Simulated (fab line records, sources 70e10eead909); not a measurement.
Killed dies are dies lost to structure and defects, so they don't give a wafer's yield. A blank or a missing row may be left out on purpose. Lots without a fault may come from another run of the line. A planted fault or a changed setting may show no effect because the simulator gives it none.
fab line records | flow nand_harc
record lots=12 wafers=36 last_day=33
route steps=1302 shown A_CHANNEL_HOLE_D2@571 END@1302
lots that met no fault: from a run of the same line without faults
start_h: hours from the record's first day to the start of the lot's first wafer shown | wait_h: hours since the lot's step before | " the same as in the row above | L1.1+2: a row that stands for several wafers | - no value, or no start given | * or withheld: withheld | < > ~ a bound
route shown NAME@n: a module of which the file shows steps, and the number in the route of the first | usual: mean/standard deviation of fault-free wafers | same: alike in all rows | chamber/n: place in a boat | sites: the reading at each site | _std_site: their standard deviation | _edge_site: outer sites' mean less inner sites' | radius_mm: how far each site lies from the wafer's centre | mask NAME#n: copy n | behind: the tool/chamber that last shaped the wafer | hold: why the lot was held/for how many hours/how that ended | device: the transistor (n, p or np) that didn't switch | end of line: the same wafers' tests at the end of the route | a step without rows: its recipe alone | killed: dies lost to structure and defects at the first sort, not the wafer's yield | map: a wafer's dies, x killed, . not, _ none there
set.NAME: the setting as run; set.NAME@STEP: as run at that earlier step | model.NAME: the simulator's own value behind a step, which no gauge read
steps of the route over a sample of lots; a table a step, a row a wafer
services: from which hour (start_h, from the record's first day; less than 0 if before it) a tool's chamber was out of use, for how many hours, and why
## steps
# step NHARC_A_CHANNEL_HOLE_D2_DEP_01
# recipe target_thk_a=1400 target_thk_nm=140 temp_c=400 pressure_torr=3.5 flow_sccm=200 rf_w=350 material=SiON
# usual heater_power_w=748/67
# columns lot.wafer tool chamber start_h wait_h heater_power_w
L290.6 pecvd-04 1 291.51 0.1 778
L290.4 " 2 " " 816
L290.5 " 0 " " 782
L292.2 pecvd-02 2 320.48 1.3 710
L292.1 " 0 " " 834
L292.6 " 1 " " 854
L293.3 pecvd-02 1 321.24 1.1 832
L293.6 " 2 " " 647
L293.5 " 0 " " 728
L295.2 pecvd-01 2 332.52 1.3 786
L295.5 " 2 " " 777
L295.4 " 0 " " 738
L294.3 pecvd-04 0 332.83 1.0 678
L294.5 " 2 " " 793
L294.4 " 0 " " 710
L297.1 pecvd-02 2 362.53 1.6 693
L297.3 " 0 " " 690
L297.5 " 1 " " 867
L299.3 pecvd-01 0 395.04 1.0 721
L299.4 " 1 " " 773
L299.6 " 2 " " 728
L301.2 pecvd-04 1 395.09 1.4 839
L301.5 " 2 " " 691
L301.6 " 0 " " 722
L302.1 pecvd-01 2 412.77 1.6 798
L302.2 " 1 " " 769
L302.4 " 2 " " 800
L311.1 pecvd-02 1 499.55 1.6 832
L311.4 " 1 " " 817
L311.6 " 0 " " 708
L312.2 pecvd-02 2 515.23 1.3 692
L312.5 " 0 " " 646
L312.6 " 1 " " 758
L313.3 pecvd-02 0 516.73 1.0 689
L313.2 " 1 " " 773
L313.5 " 0 " " 671
# step NHARC_A_CHANNEL_HOLE_D2_OVL_MEAS_11
# usual overlay_x_nm=-0.1/0.79 overlay_y_nm=0.2/0.77
# columns lot.wafer tool chamber start_h wait_h overlay_x_nm overlay_y_nm
L290.4 overlay-01 - 292.23 - -0.1 0.5
L290.5 " - " " -0.6 0.6
L290.6 " - " " -0.2 0.4
L292.1 overlay-01 - 321.27 - -1.4 -0.8
L292.2 " - " " -1.1 -0.7
L292.6 " - " " -1.2 -0.8
L293.3 overlay-01 - 322.06 - 1.0 0.6
L293.5 " - " " 1.9 0.7
L293.6 " - " " 1.3 0.6
L295.2 overlay-01 - 333.20 - 1.3 0.5
L295.4 " - " " 1.2 0.4
L295.5 " - " " 0.8 -0.1
L294.3 overlay-01 - 333.62 - -0.6 0.8
L294.4 " - " " -0.3 0.7
L294.5 " - " " -0.2 0.3
L297.1 overlay-02 - 363.33 - -0.8 0.6
L297.3 " - " " -1.1 1.5
L297.5 " - " " -0.7 0.7
L299.3 overlay-02 - 395.98 - -0.4 1.2
L299.4 " - " " 0.0 1.1
L299.6 " - " " 0.3 0.8
L301.2 overlay-01 - 396.13 - 0.1 -0.3
L301.5 " - " " -0.2 -1.9
L301.6 " - " " -0.4 -0.9
L302.1 overlay-02 - 413.67 - 1.1 -0.6
L302.2 " - " " 0.8 -0.5
L302.4 " - " " 0.8 -0.1
L311.1 overlay-01 - 500.35 - -1.4 -0.1
L311.4 " - " " -1.3 -0.1
L311.6 " - " " -1.2 0.1
L312.2 overlay-01 - 516.04 - -0.9 0.9
L312.5 " - " " -0.6 0.8
L312.6 " - " " -0.4 0.7
L313.2 overlay-02 - 517.51 - 0.3 -1.1
L313.3 " - " " 0.5 -1.6
L313.5 " - " " 0.2 -0.7
# step NHARC_A_CHANNEL_HOLE_D2_ETCH_38
# recipe target_depth_a=390 over_etch_frac=0.3 time_s=65 ion_energy_ev=80 cf4_flow_sccm=150 ar_flow_sccm=0 rf_w=300 bias_w=100 chemistry=CF4
# usual drypump_motor_current_A=5.9/0.43 oes_product_au=1.002/0.012 rf_vpp_V=151.5/1.1 showerhead_plenum_p_Torr=1.78/0.064 throttle_valve_pct=13.283/0.0093
# columns lot.wafer tool chamber start_h wait_h drypump_motor_current_A oes_product_au rf_hours_counter_h rf_vpp_V showerhead_plenum_p_Torr throttle_valve_pct
L290.4 rie_diel-04 0 292.43 0.1 5.8 1.010 5.8 151.1 1.77 13.283
L290.6 " 1 " " 6.2 0.997 - 151.2 1.72 13.278
L290.5 " 2 " " 5.7 0.992 - 150.3 1.67 13.276
L292.1 rie_diel-11 2 321.46 0.1 5.9 1.031 3.7 152.5 1.89 13.274
L292.2 " 3 " " 5.8 1.002 3.3 151.2 1.78 13.282
L292.6 " 1 " " 5.9 1.018 - 152.4 1.83 13.287
L293.3 rie_diel-04 0 322.26 0.1 5.8 1.009 7.0 150.4 1.77 13.287
L293.6 " 1 " " 6.2 0.990 - 150.1 1.72 13.285
L293.5 " 2 " " 5.7 0.991 - 152.2 1.67 13.281
L295.4 rie_diel-11 1 333.39 0.1 5.9 1.013 4.9 152.9 1.83 13.273
L295.2 " 2 " " 5.9 1.017 4.5 151.9 1.89 13.290
L295.5 " 2 " " 5.9 1.016 - 153.3 1.89 13.262
L294.3 rie_diel-04 3 333.80 0.1 5.4 1.013 8.4 151.8 1.79 13.281
L294.4 " 1 " " 6.2 0.989 8.9 150.4 1.72 13.302
L294.5 " 2 " " 5.7 1.003 - 150.3 1.67 13.288
L297.3 rie_diel-11 3 363.52 0.1 5.8 0.999 5.8 151.8 1.78 13.294
L297.1 " 1 " " 5.9 1.012 6.5 151.3 1.83 13.277
L297.5 " 3 " " 5.8 0.988 - 150.1 1.78 13.289
L299.3 rie_diel-04 3 396.16 0.1 5.3 0.991 1.2 152.0 1.79 13.275
L299.4 " 2 " " 5.7 0.998 1.0 149.0 1.67 13.283
L299.6 " 3 " " 5.4 1.000 - 152.1 1.79 13.281
L301.2 rie_diel-04 2 396.43 0.2 5.7 1.010 1.1 150.5 1.67 13.288
L301.5 " 1 " " 6.2 0.987 - 150.0 1.72 13.281
L301.6 " 2 " " 5.7 1.006 - 151.7 1.67 13.270
L302.1 rie_diel-04 2 413.86 0.1 5.7 1.003 2.8 150.1 1.67 13.273
L302.4 " 3 " " 5.4 0.996 3.2 151.9 1.79 13.282
L302.2 " 0 " " 5.8 0.996 4.1 151.6 1.77 13.299
L311.4 rie_diel-11 1 500.54 0.1 5.9 1.006 1.3 152.6 1.83 13.277
L311.1 " 2 " " 5.9 0.988 3.8 152.8 1.89 13.297
L311.6 " 0 " " 6.8 1.013 - 152.6 1.83 13.280
L312.2 rie_diel-11 1 516.26 0.1 5.9 1.006 2.4 152.3 1.83 13.281
L312.5 " 0 " " 6.8 1.006 - 153.6 1.83 13.283
L312.6 " 1 " " 5.9 1.010 - 151.8 1.83 13.284
L313.3 rie_diel-04 0 517.69 0.1 5.8 0.999 11.1 151.1 1.77 13.275
L313.2 " 1 " " 6.2 0.976 10.0 151.8 1.72 13.309
L313.5 " 3 " " 5.3 1.002 - 150.7 1.78 13.264
# step NHARC_A_CHANNEL_HOLE_D2_ETCH_27
# recipe bias_v=400 source_w=2000 pressure_mtorr=25 time_s=90 ar_flow_sccm=375 c4f8_flow_sccm=41.7 o2_flow_sccm=83.3 temp_c=-20 target_depth_a=4000 chemistry=C4F8/O2/Ar
# usual drypump_motor_current_A=5.5/0.31 showerhead_plenum_p_Torr=3.67/0.1 throttle_valve_pct=27.619/0.0086
# columns lot.wafer tool chamber start_h wait_h drypump_motor_current_A rf_hours_counter_h showerhead_plenum_p_Torr throttle_valve_pct
L290.4 har_etch-02 0 297.56 0.2 5.5 - 3.78 27.615
L290.5 " 0 " " 5.5 - 3.78 27.619
L290.6 " 1 " " 6.0 - 3.77 27.615
L292.2 har_etch-01 1 326.51 0.2 5.4 172 3.71 27.621
L292.1 " 0 " " 5.2 172 3.53 27.633
L292.6 " 0 " " 5.2 - 3.53 27.623
L293.3 har_etch-01 0 330.78 0.2 5.2 - 3.53 27.619
L293.5 " 1 " " 5.4 - 3.71 27.631
L293.6 " 0 " " 5.2 - 3.53 27.635
L295.2 har_etch-02 0 341.32 0.2 5.5 378 3.76 27.631
L295.4 " 0 " " 5.5 - 3.76 27.639
L295.5 " 1 " " 6.1 - 3.76 27.616
L294.4 har_etch-01 1 342.86 0.2 5.4 - 3.70 27.627
L294.3 " 0 " " 5.2 - 3.52 27.630
L294.5 " 1 " " 5.4 - 3.70 27.629
L297.1 har_etch-02 1 368.62 0.2 6.1 394 3.75 27.619
L297.3 " 1 " " 6.1 - 3.75 27.616
L297.5 " 0 " " 5.5 - 3.75 27.607
L299.3 har_etch-01 1 401.50 0.2 5.4 - 3.68 27.630
L299.4 " 0 " " 5.2 - 3.50 27.624
L299.6 " 1 " " 5.4 - 3.68 27.620
L301.2 har_etch-02 0 405.27 0.2 5.5 8 3.75 27.623
L301.5 " 1 " " 6.1 - 3.75 27.622
L301.6 " 0 " " 5.5 - 3.75 27.625
L302.1 har_etch-02 0 418.93 0.2 5.5 19 3.74 27.612
L302.2 " 1 " " 6.1 19 3.74 27.624
L302.4 " 1 " " 6.1 - 3.74 27.623
L311.1 har_etch-01 0 505.67 0.2 5.2 286 3.47 27.636
L311.4 " 0 " " 5.2 - 3.47 27.624
L311.6 " 1 " " 5.4 - 3.65 27.627
L312.2 har_etch-02 1 521.52 0.2 6.1 76 3.71 27.613
L312.6 " 1 " " 6.1 - 3.71 27.625
L312.5 " 0 " " 5.5 - 3.71 27.625
L313.2 har_etch-01 0 522.75 0.2 5.2 294 3.47 27.610
L313.3 " 0 " " 5.2 - 3.47 27.616
L313.5 " 1 " " 5.4 - 3.64 27.622
# step NHARC_A_CHANNEL_HOLE_D2_INSPECT_40
# usual raw_defect_count=287/95
# columns lot.wafer tool chamber start_h wait_h raw_defect_count
L290.4 defect_inspect-02 - 299.22 - 263
L290.5 " - " " 297
L290.6 " - " " 193
L292.1 defect_inspect-01 - 328.25 - 349
L292.2 " - " " 257
L292.6 " - " " 203
L293.3 defect_inspect-01 - 332.43 - 148
L293.5 " - " " 167
L293.6 " - " " 215
L295.2 defect_inspect-01 - 343.04 - 259
L295.4 " - " " 441
L295.5 " - " " 362
L294.3 defect_inspect-02 - 344.67 - 214
L294.4 " - " " 174
L294.5 " - " " 201
L297.1 defect_inspect-01 - 370.46 - 349
L297.3 " - " " 338
L297.5 " - " " 331
L299.3 defect_inspect-01 - 403.18 - 228
L299.4 " - " " 297
L299.6 " - " " 271
L301.2 defect_inspect-01 - 406.97 - 254
L301.5 " - " " 290
L301.6 " - " " 415
L302.1 defect_inspect-01 - 420.66 - 276
L302.2 " - " " 179
L302.4 " - " " 283
L311.1 defect_inspect-02 - 507.39 - 680
L311.4 " - " " 725
L311.6 " - " " 708
L312.2 defect_inspect-01 - 523.25 - 632
L312.5 " - " " 687
L312.6 " - " " 680
L313.2 defect_inspect-01 - 524.48 - 307
L313.3 " - " " 402
L313.5 " - " " 338
# step NHARC_END_SORT_01
# recipe temp_c=25
# usual killed_at_array=54/21 killed_at_other=1.0/1.2 killed_at_periphery=3.6/2.6 killed_dies=58/20 killed_open=3.3/1.9 killed_short=2.6/1.5
# same gross_dies=677
# columns lot.wafer tool chamber start_h wait_h killed_at_array killed_at_other killed_at_periphery killed_dies killed_open killed_short
L311.1 prober-01 0 770.84 2.5 121 0 1 122 5 1
L311.4 prober-01 0 773.25 3.4 86 1 0 87 3 1
L311.6 prober-01 0 774.86 4.0 128 4 2 134 2 1
L312.2 prober-01 0 789.04 2.8 92 1 3 96 4 6
L312.5 prober-01 0 791.39 3.6 106 1 5 112 1 2
L312.6 prober-01 0 792.17 3.9 86 1 5 92 7 3
# killed by level:class
L311.1 A_CHANNEL_HOLE_D2:unspecified=71 A_CHANNEL_HOLE_D2:chamber_film_flake=25 A_CHANNEL_HOLE_D1:chamber_film_flake=14 A_SLIT:chamber_film_flake=3 A_CHANNEL_FILL_D2:geometric_particle:open=2 A_M0:geometric_particle:open=2 A_CHANNEL_FILL_D1:geometric_particle:short=1 A_CONTACT:geometric_particle:open=1
L311.4 A_CHANNEL_HOLE_D2:unspecified=46 A_CHANNEL_HOLE_D1:chamber_film_flake=13 A_CHANNEL_HOLE_D2:chamber_film_flake=12 A_SLIT:chamber_film_flake=9 A_CHANNEL_FILL_D1:geometric_particle:open=1 A_CHANNEL_FILL_D2:geometric_particle:open=1 A_STAIRCASE:geometric_particle:short=1 A_M1:geometric_particle:open=1
L311.6 A_CHANNEL_HOLE_D2:unspecified=75 A_CHANNEL_HOLE_D1:chamber_film_flake=19 A_CHANNEL_HOLE_D2:chamber_film_flake=19 A_SLIT:chamber_film_flake=7 A_STAIRCASE:chamber_film_flake=4 THIN_TSV:chamber_film_flake=3 P_CONTACT:geometric_particle:open=1 A_CHANNEL_FILL_D1:geometric_particle:open=1
L312.2 A_CHANNEL_HOLE_D2:unspecified=56 A_CHANNEL_HOLE_D1:chamber_film_flake=11 A_SLIT:chamber_film_flake=10 A_SGD_CUT:geometric_particle:short=2 P_GATE:chamber_film_flake=2 A_DECK1_JOINT:chamber_film_flake=2 A_CHANNEL_FILL_D2:chamber_film_flake=2 P_GATE:geometric_particle:open=1
L312.5 A_CHANNEL_HOLE_D2:unspecified=81 A_CHANNEL_HOLE_D1:chamber_film_flake=11 A_SLIT:chamber_film_flake=6 P_ZERO_WELL:chamber_film_flake=2 A_DECK1_JOINT:chamber_film_flake=2 A_CHANNEL_HOLE_D2:chamber_film_flake=2 P_GATE:geometric_particle:short=1 A_WL_FILL:geometric_particle:short=1
L312.6 A_CHANNEL_HOLE_D2:unspecified=50 A_SLIT:chamber_film_flake=12 A_CHANNEL_HOLE_D1:chamber_film_flake=11 A_STAIRCASE:chamber_film_flake=3 A_CHANNEL_FILL_D1:geometric_particle:open=2 A_WL_FILL:geometric_particle:open=2 P_GATE:chamber_film_flake=2 P_M0:geometric_particle:open=1
## services
# columns tool chamber start_h hours kind
rie_diel-04 2 272.85 2.9 repair
pecvd-04 - 302.09 13.0 pm
pecvd-01 - 311.06 13.0 pm
rie_diel-04 3 323.75 3.1 repair
rie_diel-04 1 340.13 6.8 repair
rie_diel-04 - 354.97 9.0 pm
rie_diel-11 0 365.98 6.8 repair
har_etch-02 - 379.49 17.0 pm
rie_diel-11 - 380.82 1.1 repair
rie_diel-04 3 384.00 6.2 repair
rie_diel-04 - 387.22 0.5 repair
pecvd-01 0 402.94 29.7 repair
pecvd-02 - 408.11 13.0 pm
rie_diel-11 - 410.55 0.9 repair
rie_diel-11 0 422.80 4.3 repair
rie_diel-11 - 432.50 9.0 pm
pecvd-02 - 436.18 0.5 repair
rie_diel-04 3 441.13 3.1 repair
rie_diel-11 1 449.44 4.9 repair
rie_diel-04 1 457.37 7.6 repair
pecvd-02 1 461.19 2.4 repair
rie_diel-11 1 463.06 9.3 repair
rie_diel-11 0 480.55 16.4 repair
rie_diel-11 2 510.90 33.5 repair
## key
first_sign step=NHARC_A_CHANNEL_HOLE_D2_INSPECT_40 reading=raw_defect_count direction=up sigmas=4.2 usual=287 struck=685
effect step=NHARC_END_SORT_01 reading=killed_at_array direction=up sigmas=2.4 usual=54 struck=103 wafers_moved=4
more_kills_born_at NHARC_A_CHANNEL_HOLE_D2_ETCH_38@rie_diel-11=379
met_at NHARC_A_CHANNEL_HOLE_D2_ETCH_38
struck_lots L311,L312
tester_left_out L311,L312
not_acting_at NHARC_A_CHANNEL_HOLE_D2_DEP_01,NHARC_A_CHANNEL_HOLE_D2_OVL_MEAS_11,NHARC_A_CHANNEL_HOLE_D2_ETCH_27
onset_between 363.52 500.54
fault kind=chamber_particle_source tool=rie_diel-11 chamber=- onset_h=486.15 steps=NHARC_A_CHANNEL_HOLE_D2_ETCH_38 rate_per_visit_cm2=0.56642 end_h=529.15
# tester_left_out: of these lots the tester's yield and bins aren't shown, on N5 and GAA mostly nor the transistor test; their killed dies are dies lost to structure and defects alone, not to doping, threshold or leakage, so they don't give the yield
